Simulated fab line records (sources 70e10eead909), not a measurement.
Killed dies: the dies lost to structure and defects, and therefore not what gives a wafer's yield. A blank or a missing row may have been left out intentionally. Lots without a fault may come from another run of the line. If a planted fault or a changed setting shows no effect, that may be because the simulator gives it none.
fab line records    flow nand_harc
[record] lots = 6  wafers = 18  last_day = 23
route steps=1159 shown A_STAIRCASE@658 END@1159
lots untouched by any fault: they come from a run of this same line in which no faults occurred
start_h: start of the lot's first displayed wafer, in hours after the record's first day    wait_h: hours from the lot's prior step to this one    " identical to the entry in the row above    L1.1+2: a single row standing in for several wafers    - no value, or no start was given    * or withheld: withheld    < > ~ a bound
route shown NAME@n: a module of which the file shows steps, and the number in the route of the first    usual: the fault-free wafers' mean and standard deviation    same: alike in all rows    chamber/n: place in a boat    sites: readings site by site    _std_site: how widely they spread, as a standard deviation    _edge_site: the outer-site mean with the inner-site mean subtracted    radius_mm: how far each site lies from the wafer's centre    mask NAME#n: copy n    behind: the most recent tool/chamber to have shaped the wafer    hold: reason for holding the lot/hours on hold/outcome of the hold    device: transistor that didn't switch, given as n, p or np    end of line: tests of these same wafers at the route's end    for a step that has no rows: nothing shown but its recipe    killed: the dies lost at the first sort to structure and to defects; this is not the yield of the wafer    map: per-die view of a wafer (x killed, . not killed, _ where there is no die)
set.NAME: setting as actually run; set.NAME@STEP: the setting as run at that earlier step    model.NAME: the simulator's own value behind a step, which no gauge read
certain route steps with their lots: each step a table, each wafer a row
services: when a tool's chamber went out of use (start_h, in hours from the record's first day, below 0 if earlier), for how many hours, and the reason
[[steps]]
[step NHARC_A_STAIRCASE_EBR_285]
[step NHARC_A_STAIRCASE_EXPOSE_286]
[recipe] na = 0.5  dose_mj = 25.01  mask_id = CHOP_100
[step NHARC_A_STAIRCASE_PEB_287]
[recipe] peb_temp_c = 115  peb_time_s = 130
[step NHARC_A_STAIRCASE_DEVELOP_288]
[recipe] time_s = 140
[step NHARC_A_STAIRCASE_HARDBAKE_290]
[recipe] temp_c = 120  time_s = 140
[step NHARC_A_STAIRCASE_DESCUM_291]
[recipe] time_s = 3  o2_flow_sccm = 200  ar_flow_sccm = 0  bias_power_w = 0  chemistry = O2
[step NHARC_A_STAIRCASE_ETCH_292]
[recipe] cf4_flow_sccm = 100  chf3_flow_sccm = 30  ar_flow_sccm = 0  rf_w = 500  bias_w = 200  chemistry = CF4/CHF3
[step NHARC_A_STAIRCASE_HM_OPEN_460]
[recipe] o2_flow_sccm = 400  cos_flow_sccm = 20  ar_flow_sccm = 0  rf_w = 500  bias_w = 300  chemistry = O2/COS
[usual] chamber_pressure_mTorr = 20.001/0.018  drypump_motor_current_A = 5.9/0.49  oes_product_au = 0.998/0.014  rf_vpp_V = 467/3.7  showerhead_plenum_p_Torr = 3.13/0.17  throttle_valve_pct = 28.330/0.0091
lot.wafer  tool         chamber  start_h  wait_h  chamber_pressure_mTorr  drypump_motor_current_A  oes_product_au  rf_hours_counter_h  rf_vpp_V  showerhead_plenum_p_Torr  throttle_valve_pct
L387.3     rie_diel-12  3        -        -       19.996                  5.6                      1.020           11                  471       3.23                      28.321
L387.4     "            0        "        "       20.013                  6.1                      0.982           11                  471       3.25                      28.332
L387.6     "            1        "        "       19.965                  5.9                      0.983           -                   472       3.37                      28.308
L388.1     rie_diel-11  1        -        -       20.001                  5.7                      1.013           25                  471       3.33                      28.347
L388.4     "            2        "        "       19.990                  6.1                      0.991           -                   472       3.36                      28.332
L388.6     "            3        "        "       19.970                  6.7                      0.995           -                   463       2.94                      28.334
L394.3     rie_diel-12  3        -        -       19.962                  5.5                      1.012           26                  470       3.22                      28.339
L394.5     "            3        "        "       20.017                  5.5                      1.006           -                   469       3.22                      28.345
L394.6     "            0        "        "       19.993                  6.1                      0.991           -                   469       3.24                      28.328
L397.3     rie_diel-12  3        -        -       19.994                  5.5                      1.006           31                  469       3.22                      28.334
L397.4     "            0        "        "       19.980                  6.1                      0.980           31                  469       3.24                      28.341
L397.5     "            3        "        "       19.987                  5.5                      1.016           -                   469       3.22                      28.329
L403.4     rie_diel-11  2        -        -       19.981                  6.1                      0.992           60                  471       3.34                      28.335
L403.2     "            1        "        "       19.976                  5.7                      1.021           62                  471       3.31                      28.323
L403.5     "            3        "        "       19.998                  6.6                      1.000           -                   462       2.93                      28.326
L406.3     rie_diel-05  3        -        -       20.011                  6.5                      1.015           1                   473       3.37                      28.333
L406.4     "            0        "        "       19.977                  4.8                      1.005           1                   466       3.08                      28.324
L406.5     "            2        "        "       20.000                  6.1                      0.971           -                   465       2.97                      28.329
[step NHARC_A_STAIRCASE_STRIP_461]
[recipe] o2_flow_sccm = 400  cos_flow_sccm = 20  ar_flow_sccm = 0  bias_w = 0  chemistry = O2/COS
[step NHARC_A_STAIRCASE_ETCH_452]
[recipe] target_depth_a = 300  overetch_a = 30  time_s = 16.5  ion_energy_ev = 100  cf4_flow_sccm = 80  o2_flow_sccm = 20  ar_flow_sccm = 0  rf_w = 300  bias_w = 100  chemistry = CF4/O2
[usual] chamber_pressure_mTorr = 30.003/0.023  drypump_motor_current_A = 5.8/0.51  oes_product_au = 1.001/0.014  rf_vpp_V = 197.9/1.7  showerhead_plenum_p_Torr = 1.34/0.074  throttle_valve_pct = 13.397/0.0088
lot.wafer  tool         chamber  start_h  wait_h  chamber_pressure_mTorr  drypump_motor_current_A  oes_product_au  rf_hours_counter_h  rf_vpp_V  showerhead_plenum_p_Torr  throttle_valve_pct
L387.3     rie_diel-12  2        -        -       29.982                  5.4                      0.977           10                  196.3     1.27                      13.388
L387.4     "            3        "        "       30.003                  5.5                      1.010           11                  198.1     1.38                      13.406
L387.6     "            2        "        "       29.961                  5.4                      0.992           -                   197.3     1.27                      13.406
L388.1     rie_diel-11  2        -        -       30.009                  6.1                      0.975           26                  200.1     1.44                      13.398
L388.4     "            2        "        "       29.989                  6.1                      0.976           -                   199.1     1.44                      13.402
L388.6     "            1        "        "       30.029                  5.7                      1.012           -                   198.5     1.43                      13.397
L394.3     rie_diel-12  3        -        -       29.950                  5.6                      1.003           26                  198.1     1.38                      13.399
L394.5     "            2        "        "       29.989                  5.3                      0.994           -                   195.1     1.27                      13.395
L394.6     "            3        "        "       29.996                  5.5                      1.025           -                   199.7     1.38                      13.388
L397.4     rie_diel-12  1        -        -       30.032                  5.9                      0.980           32                  200.4     1.44                      13.392
L397.3     "            3        "        "       30.005                  5.5                      1.011           31                  199.3     1.38                      13.401
L397.5     "            2        "        "       29.981                  5.3                      0.996           -                   197.0     1.26                      13.406
L403.2     rie_diel-11  0        -        -       30.008                  5.8                      1.010           57                  195.9     1.27                      13.399
L403.4     "            3        "        "       29.988                  6.6                      1.002           60                  196.0     1.25                      13.403
L403.5     "            1        "        "       29.989                  5.7                      1.025           -                   200.6     1.42                      13.400
L406.4     rie_diel-05  0        -        -       29.995                  4.7                      1.016           1                   198.1     1.32                      13.380
L406.3     "            1        "        "       30.030                  5.7                      1.022           1                   197.8     1.31                      13.396
L406.5     "            3        "        "       29.975                  6.5                      1.007           -                   201.2     1.45                      13.384
[step NHARC_A_STAIRCASE_ETCH_294]
[recipe] target_depth_a = 49920  time_s = 1212.4  ion_energy_ev = 800  c4f8_flow_sccm = 80  o2_flow_sccm = 60  ar_flow_sccm = withheld  rf_w = 600  bias_w = 3000  chemistry = C4F8/O2/Ar
[step NHARC_A_STAIRCASE_STRIP_295]
[recipe] o2_flow_sccm = 500  ar_flow_sccm = 0  bias_w = 0  chemistry = O2
[usual] chamber_pressure_mTorr = 59.99/0.057  drypump_motor_current_A = 5.8/0.5  oes_product_au = 0.997/0.014  rf_vpp_V = 57.8/0.93  showerhead_plenum_p_Torr = 3.54/0.19  throttle_valve_pct = 17.037/0.0082
lot.wafer  tool         chamber  start_h  wait_h  chamber_pressure_mTorr  drypump_motor_current_A  oes_product_au  rf_hours_counter_h  rf_vpp_V  showerhead_plenum_p_Torr  throttle_valve_pct
L387.3     rie_diel-12  2        247.83   -       59.97                   5.4                      0.991           11                  58.5      3.36                      17.032
L387.4     "            3        "        "       60.04                   5.5                      1.018           11                  57.0      3.65                      17.043
L387.6     "            1        "        "       60.02                   5.9                      0.993           -                   59.1      3.80                      17.042
L388.4     rie_diel-11  1        265.73   -       59.99                   5.7                      1.009           28                  58.9      3.76                      17.031
L388.1     "            2        "        "       59.98                   6.1                      0.989           27                  58.6      3.79                      17.028
L388.6     "            0        "        "       59.97                   5.8                      0.999           -                   57.8      3.37                      17.061
L394.3     rie_diel-12  3        289.11   -       59.90                   5.6                      1.001           27                  57.3      3.64                      17.038
L394.6     "            1        "        "       59.87                   5.9                      0.990           -                   57.5      3.79                      17.040
L394.5     "            2        "        "       59.99                   5.3                      0.991           -                   56.9      3.35                      17.031
L397.3     rie_diel-12  1        311.44   -       60.00                   5.9                      0.987           33                  58.1      3.79                      17.045
L397.4     "            2        "        "       60.04                   5.4                      0.989           33                  57.2      3.35                      17.038
L397.5     "            2        "        "       60.11                   5.4                      0.989           -                   57.0      3.35                      17.030
L403.2     rie_diel-11  2        349.36   -       59.91                   6.1                      0.999           61                  58.7      3.77                      17.041
L403.4     "            1        "        "       60.04                   5.7                      1.017           63                  58.3      3.74                      17.031
L403.5     "            3        "        "       60.01                   6.7                      0.997           -                   56.9      3.31                      17.041
L406.4     rie_diel-05  1        356.58   -       60.07                   5.7                      1.020           2                   58.5      3.47                      17.031
L406.3     "            2        "        "       59.99                   6.1                      0.962           2                   57.2      3.36                      17.033
L406.5     "            0        "        "       59.97                   4.8                      1.001           -                   58.7      3.48                      17.023
[step NHARC_A_STAIRCASE_STRIP_296]
[recipe] time_s = 900  temp_c = 130  chemistry = SPM
[step NHARC_A_STAIRCASE_PRECLEAN_297]
[recipe] time_s = *  temp_c = 50  bath_age_min = 0  chemistry = SC1
[step NHARC_A_STAIRCASE_SRD_298]
[step NHARC_A_STAIRCASE_HM_DEP_462]
[recipe] target_thk_a = 8000  temp_c = 400  material = aC
[step NHARC_A_STAIRCASE_DEP_301]
[recipe] target_thk_a = 300  target_thk_nm = 30  temp_c = 400  pressure_torr = 3.5  flow_sccm = 200  rf_w = 350  material = SiON
[step NHARC_A_STAIRCASE_DEHYDRATE_302]
[recipe] temp_c = 150  time_s = 120
[step NHARC_A_STAIRCASE_HMDS_303]
[recipe] time_s = 30
[step NHARC_A_STAIRCASE_COAT_304]
[recipe] spin_rpm = 1200
[step NHARC_A_STAIRCASE_SOFTBAKE_305]
[recipe] temp_c = 135  time_s = 170
[step NHARC_A_STAIRCASE_EBR_306]
[step NHARC_A_STAIRCASE_EXPOSE_307]
[recipe] na = 0.5  dose_mj = 45.72  mask_id = CHOP_50
[step NHARC_A_STAIRCASE_PEB_308]
[recipe] peb_temp_c = 115  peb_time_s = 130
[step NHARC_A_STAIRCASE_DEVELOP_309]
[recipe] time_s = 140
[step NHARC_A_STAIRCASE_HARDBAKE_311]
[recipe] temp_c = 120  time_s = 140
[step NHARC_A_STAIRCASE_DESCUM_312]
[recipe] time_s = 3  o2_flow_sccm = 200  ar_flow_sccm = 0  bias_power_w = 0  chemistry = O2
[step NHARC_A_STAIRCASE_ETCH_313]
[recipe] cf4_flow_sccm = 100  chf3_flow_sccm = 30  ar_flow_sccm = 0  rf_w = 500  bias_w = 200  chemistry = CF4/CHF3
[usual] chamber_pressure_mTorr = 24.998/0.023  chf3_flow_sccm = 30.00/0.095  drypump_motor_current_A = 5.8/0.49  oes_product_au = 0.936/0.026  rf_vpp_V = 370.8/2.8  showerhead_plenum_p_Torr = 1.58/0.083  throttle_valve_pct = 16.803/0.0092
lot.wafer  tool         chamber  start_h  wait_h  chamber_pressure_mTorr  chf3_flow_sccm  drypump_motor_current_A  oes_product_au  rf_hours_counter_h  rf_vpp_V  showerhead_plenum_p_Torr  throttle_valve_pct
L387.4     rie_diel-12  3        251.47   0.1     24.994                  30.06           5.5                      0.937           12                  371.4     1.63                      16.793
L387.3     "            1        "        "       25.049                  30.00           5.9                      0.910           12                  374.1     1.70                      16.814
L387.6     "            3        "        "       24.949                  29.98           5.6                      0.945           -                   372.8     1.63                      16.804
L388.4     rie_diel-11  3        269.81   0.1     25.000                  30.03           6.6                      0.913           32                  367.7     1.48                      16.814
L388.1     "            1        "        "       24.972                  30.02           5.6                      0.928           31                  375.0     1.68                      16.811
L388.6     "            2        "        "       24.997                  29.99           6.1                      0.905           -                   375.3     1.69                      16.804
L394.3     rie_diel-11  3        292.82   0.1     24.989                  29.84           6.6                      0.962           40                  369.4     1.48                      16.805
L394.5     "            2        "        "       24.939                  29.96           6.1                      0.931           -                   373.9     1.69                      16.791
L394.6     "            3        "        "       24.973                  29.81           6.6                      0.960           -                   367.2     1.48                      16.798
L397.4     rie_diel-11  1        315.13   0.1     24.983                  29.91           5.7                      0.987           49                  373.6     1.67                      16.810
L397.3     "            3        "        "       25.023                  29.77           6.6                      0.946           48                  369.0     1.48                      16.806
L397.5     "            2        "        "       25.054                  29.84           6.1                      0.938           -                   375.2     1.69                      16.792
L403.2     rie_diel-05  2        353.53   0.1     24.997                  30.09           6.1                      0.939           1                   367.8     1.50                      16.800
L403.4     "            0        "        "       25.031                  29.94           4.8                      0.994           1                   370.3     1.55                      16.791
L403.5     "            2        "        "       24.965                  29.95           6.1                      0.943           -                   369.4     1.50                      16.800
L406.3     rie_diel-05  3        360.52   0.1     25.014                  29.94           6.5                      0.942           3                   373.1     1.70                      16.795
L406.4     "            1        "        "       24.986                  30.08           5.7                      0.958           2                   369.7     1.55                      16.804
L406.5     "            3        "        "       25.000                  29.86           6.5                      0.936           -                   373.9     1.70                      16.822
[step NHARC_A_STAIRCASE_HM_OPEN_463]
[recipe] o2_flow_sccm = 400  cos_flow_sccm = 20  ar_flow_sccm = 0  rf_w = 500  bias_w = 300  chemistry = O2/COS
[step NHARC_A_STAIRCASE_STRIP_464]
[recipe] o2_flow_sccm = 400  cos_flow_sccm = 20  ar_flow_sccm = 0  bias_w = 0  chemistry = O2/COS
[step NHARC_A_STAIRCASE_ETCH_453]
[recipe] target_depth_a = 300  overetch_a = 30  time_s = 16.5  ion_energy_ev = 100  cf4_flow_sccm = 80  o2_flow_sccm = 20  ar_flow_sccm = 0  rf_w = 300  bias_w = 100  chemistry = CF4/O2
[usual] chamber_pressure_mTorr = 29.994/0.026  drypump_motor_current_A = 5.8/0.51  oes_product_au = 0.999/0.016  rf_vpp_V = 197.9/1.5  showerhead_plenum_p_Torr = 1.34/0.072  throttle_valve_pct = 13.398/0.0093
lot.wafer  tool         chamber  start_h  wait_h  chamber_pressure_mTorr  drypump_motor_current_A  oes_product_au  rf_hours_counter_h  rf_vpp_V  showerhead_plenum_p_Torr  throttle_valve_pct
L387.4     rie_diel-12  0        -        -       29.994                  6.1                      0.980           12                  199.2     1.39                      13.397
L387.3     "            2        "        "       29.970                  5.3                      0.991           12                  195.7     1.27                      13.392
L387.6     "            0        "        "       29.968                  6.1                      0.983           -                   198.4     1.39                      13.384
L388.1     rie_diel-11  0        -        -       29.993                  5.8                      0.996           28                  196.4     1.27                      13.392
L388.4     "            1        "        "       29.998                  5.7                      1.008           31                  199.8     1.43                      13.395
L388.6     "            3        "        "       30.005                  6.6                      1.007           -                   195.5     1.25                      13.401
L394.3     rie_diel-11  3        -        -       30.035                  6.6                      1.009           41                  196.0     1.25                      13.415
L394.5     "            3        "        "       30.002                  6.6                      1.007           -                   196.9     1.25                      13.407
L394.6     "            0        "        "       29.960                  5.7                      1.009           -                   196.6     1.27                      13.413
L397.3     rie_diel-11  3        -        -       30.015                  6.6                      1.004           48                  196.5     1.25                      13.389
L397.4     "            0        "        "       29.993                  5.8                      0.997           45                  196.4     1.27                      13.413
L397.5     "            0        "        "       30.036                  5.7                      1.003           -                   197.0     1.27                      13.394
L403.4     rie_diel-05  3        -        -       29.974                  6.5                      1.004           1                   198.9     1.45                      13.398
L403.2     "            0        "        "       30.028                  4.8                      1.008           1                   197.9     1.32                      13.410
L403.5     "            1        "        "       29.988                  5.7                      1.016           -                   198.1     1.31                      13.398
L406.4     rie_diel-05  0        -        -       29.977                  4.7                      1.008           2                   198.6     1.31                      13.413
L406.3     "            2        "        "       30.011                  6.1                      0.972           3                   197.2     1.27                      13.401
L406.5     "            0        "        "       30.029                  4.7                      1.008           -                   198.2     1.31                      13.387
[step NHARC_A_STAIRCASE_ETCH_315]
[recipe] target_depth_a = 25000  time_s = 607.1  ion_energy_ev = 800  c4f8_flow_sccm = 80  o2_flow_sccm = 60  ar_flow_sccm = withheld  rf_w = 600  bias_w = 3000  chemistry = C4F8/O2/Ar
[usual] chamber_pressure_mTorr = 25.001/0.024  oes_product_au = 0.930/0.015  rf_vpp_V = 1828/14
lot.wafer  tool         chamber  start_h  wait_h  chamber_pressure_mTorr  oes_product_au  rf_hours_counter_h  rf_vpp_V
L387.4     rie_diel-12  3        -        -       24.978                  0.946           13                  1836
L387.3     "            2        "        "       24.995                  0.917           12                  1813
L387.6     "            3        "        "       25.021                  0.954           -                   1835
L388.1     rie_diel-11  2        -        -       25.045                  0.911           30                  1846
L388.4     "            1        "        "       24.976                  0.937           31                  1843
L388.6     "            2        "        "       25.008                  0.920           -                   1846
L394.3     rie_diel-11  0        -        -       25.007                  0.935           38                  1814
L394.6     "            1        "        "       24.982                  0.938           -                   1842
L394.5     "            2        "        "       25.005                  0.907           -                   1847
L397.3     rie_diel-11  2        -        -       25.037                  0.923           48                  1846
L397.4     "            0        "        "       25.022                  0.944           45                  1813
L397.5     "            3        "        "       24.981                  0.946           -                   1810
L403.4     rie_diel-05  0        -        -       24.993                  0.945           1                   1823
L403.2     "            1        "        "       24.997                  0.951           1                   1822
L403.5     "            3        "        "       25.018                  0.940           -                   1847
L406.4     rie_diel-05  1        -        -       24.978                  0.951           3                   1823
L406.3     "            3        "        "       24.994                  0.928           3                   1847
L406.5     "            1        "        "       24.988                  0.950           -                   1824
[step NHARC_A_STAIRCASE_STRIP_316]
[recipe] o2_flow_sccm = 500  ar_flow_sccm = 0  bias_w = 0  chemistry = O2
[step NHARC_A_STAIRCASE_STRIP_317]
[recipe] time_s = 900  temp_c = 130  chemistry = SPM
[step NHARC_A_STAIRCASE_PRECLEAN_318]
[recipe] time_s = *  temp_c = 50  bath_age_min = 0  chemistry = SC1
[step NHARC_A_STAIRCASE_SRD_329]
[step NHARC_A_STAIRCASE_ALD_415]
[recipe] target_thk_a = 300  pulse_time_s = 6  ald_cycles = 300  temp_c = 300  material = SiO2
[step NHARC_A_STAIRCASE_ETCHBACK_416]
[recipe] target_depth_a = 360  time_s = 7.2  c4f8_flow_sccm = withheld  o2_flow_sccm = 8  ar_flow_sccm = withheld  rf_w = 600  bias_w = 800  chemistry = C4F8/O2/Ar
[step NHARC_END_SORT_01]
[recipe] temp_c = 25
[usual] killed_at_array = 25/10  killed_at_other = 0.6/0.91  killed_at_periphery = 3.6/2.9  killed_dies = 29/10  killed_open = 3.3/2  killed_short = 1.9/1.5
[same] gross_dies = 677
lot.wafer  tool       chamber  start_h  wait_h  killed_at_array  killed_at_other  killed_at_periphery  killed_dies  killed_open  killed_short
L394.5     prober-02  0        487.09   3.7     98               1                7                    106          2            1
L397.4     prober-01  0        501.89   3.4     110              0                2                    112          2            2
L397.5     prober-01  0        502.69   3.7     103              0                1                    104          1            1
// killed by level:class
L394.5 A_STAIRCASE:unspecified=82 A_CHANNEL_HOLE_D1:chamber_film_flake=8 P_CONTACT:chamber_film_flake=4 A_STAIRCASE:chamber_film_flake=4 P_STI:chamber_film_flake=2 A_SGD_CUT:chamber_film_flake=2 P_CONTACT:geometric_particle:open=1 A_CHANNEL_FILL_D1:geometric_particle:short=1
L397.4 A_STAIRCASE:unspecified=87 A_SLIT:chamber_film_flake=14 A_CHANNEL_HOLE_D1:chamber_film_flake=4 P_CONTACT:geometric_particle:open=2 A_ONON_D1:geometric_particle:short=1 A_SGD_CUT:geometric_particle:short=1 A_ZERO_WELL:chamber_film_flake=1 A_STAIRCASE:chamber_film_flake=1
L397.5 A_STAIRCASE:unspecified=85 A_SLIT:chamber_film_flake=8 A_CHANNEL_HOLE_D1:chamber_film_flake=3 A_CONTACT:chamber_film_flake=2 A_CHANNEL_FILL_D1:geometric_particle:short=1 A_WL_FILL:geometric_particle:open=1 P_GATE:chamber_film_flake=1 A_STAIRCASE:chamber_film_flake=1
// map L394.5 (x killed, . not)
____________.____________
_________......._________
_______..........._______
______.............______
_____...........x..._____
____.x......x........____
____..xx...xx..x.....____
___....xxx..x..x......___
___.xxxxxxxx..........___
__..xxxxxxx.x..........__
__...xxxxxxx...........__
_....xxxxxxx............_
_...xxxxxxxxx..........._
_.x.xxxxxxxx............_
_...xxxxxxxxx..........._
_....xxxxxxx............_
..x.xxxxxxx..............
....x.xxxx...............
.x..x.....x..............
x.x......................
.x..x....................
_.x...............x....._
_......................._
_....x.....x............_
_......................._
_.......x...........x..._
__.....................__
__......x.........x....__
___............x......___
___...................___
____.................____
____.................____
_____..............._____
______.............______
_______..........._______
_________......._________
____________.____________
// map L397.4 (x killed, . not)
____________.____________
_________......._________
_______......x...._______
______.............______
_____.....x........._____
____..........x......____
____...xxx...........____
___.x.xxxxxx..........___
___.xxxxxxx...........___
__.x.xxxxxxxx..........__
__.xxxxxxxx.x..........__
_.x..xxxxxxx............_
_...xxxxxxxxx..........._
_...xxxxxxxx............_
_...xxxxxxxx............_
_...xxxxxxx............._
.....xxxxxx..............
.x.x..xxx.x..............
xx..x.x..................
.xxx.x.x.................
xxx.x....x...............
_xx.x..................._
_..xx..................._
_x.x...................._
_......................._
_......................._
__..............x......__
__.....................__
___...................___
___...................___
____.................____
____.................____
_____..............._____
______.............______
_______..........._______
_________......._________
____________.____________
[[services]]
tool         chamber  start_h  hours  kind
rie_diel-11  0        223.02   -      clean
rie_diel-11  1        223.02   -      clean
rie_diel-11  2        223.02   -      clean
rie_diel-11  3        223.02   -      clean
rie_diel-11  2        242.83   4.5    repair
rie_diel-11  0        247.52   -      clean
rie_diel-11  1        247.52   -      clean
rie_diel-11  2        247.52   -      clean
rie_diel-11  3        247.52   -      clean
rie_diel-11  0        259.02   6.5    repair
rie_diel-11  0        272.02   -      clean
rie_diel-11  1        272.02   -      clean
rie_diel-11  2        272.02   -      clean
rie_diel-11  3        272.02   -      clean
rie_diel-11  0        296.54   -      clean
rie_diel-11  1        296.54   -      clean
rie_diel-11  2        296.54   -      clean
rie_diel-11  3        296.54   -      clean
rie_diel-11  0        321.10   -      clean
rie_diel-11  1        321.10   -      clean
rie_diel-11  2        321.10   -      clean
rie_diel-11  3        321.10   -      clean
rie_diel-05  -        340.65   9.0    pm
rie_diel-11  0        345.60   -      clean
[[key]]
[first_sign] step = NHARC_END_SORT_01  reading = killed_dies  direction = up  sigmas = 7.6  usual = 29  struck = 107
[effect] step = NHARC_END_SORT_01  reading = killed_at_array  direction = up  sigmas = 7.5  usual = 25  struck = 104
[more_kills_born_at] NHARC_A_STAIRCASE_STRIP_295@rie_diel-12 = 254
met_at NHARC_A_STAIRCASE_STRIP_295
struck_wafers L394.5,L397.4,L397.5
tester_left_out L394,L397
onset_between 247.83 289.11
[fault] kind = chamber_particle_source  tool = rie_diel-12  chamber = 2  onset_h = 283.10  steps = NHARC_A_STAIRCASE_STRIP_295  rate_per_visit_cm2 = 0.86968  end_h = 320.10
// tester_left_out: of these lots the tester's yield and bins aren't shown, on N5 and GAA mostly nor the transistor test; their killed dies are dies lost to structure and defects alone, not to doping, threshold or leakage, so they don't give the yield
